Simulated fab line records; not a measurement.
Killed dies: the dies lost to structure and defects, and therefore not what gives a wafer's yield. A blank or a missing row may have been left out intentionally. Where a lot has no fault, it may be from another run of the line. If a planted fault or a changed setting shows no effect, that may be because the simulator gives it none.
Matching of chambers    flow nandHarc    3 sister chambers for NHARC_A_SGD_CUT_DEP_00 on pecvd-02
The step deposits SiNx, target thk 50 nm. 3 wafers are shown with their chamber, then 12 later ones without.

EACH WAFER AND ITS CHAMBER
wafer   chamber  heaterPowerW (W)
L086.4  0        780
L086.5  1        741
L086.6  2        595

WAFERS MISSING THEIR CHAMBER
wafer   heaterPowerW (W)
L088.3  809
L088.4  756
L088.6  568
L093.1  722
L093.2  641
L093.3  804
L093.4  795
L093.5  628
L093.6  736
L094.2  809
L094.3  805
L094.5  597

WHICH CHAMBER EACH WENT THROUGH
wafer   from the rows above      in truth
L088.3  can't be placed: 0 or 1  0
L088.4  can't be placed: 1 or 0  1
L088.6  2                        2
L093.1  can't be placed: 1 or 0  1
L093.2  2                        2
L093.3  can't be placed: 0 or 1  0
L093.4  can't be placed: 0 or 1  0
L093.5  2                        2
L093.6  can't be placed: 1 or 0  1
L094.2  can't be placed: 0 or 1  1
L094.3  can't be placed: 0 or 1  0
L094.5  2                        2
Placed correctly: 4 of 12. These rows do not allow placing 8 (true chamber among the candidates in 8). 0 placed wrongly.
How it was worked out, from the rows above alone: a wafer's distance from a chamber is the root of the sum, over the readings, of the square of ((its reading less the chamber's mean) divided by the reading's scatter). If the next closest chamber is less than 2 further off than the closest, the wafer can't be placed; otherwise it belongs to the closest. The mean given for a chamber averages the wafers shown for that chamber. The scatter: root of mean squared gap, hidden wafer to nearest shown wafer, with one shown wafer a chamber.
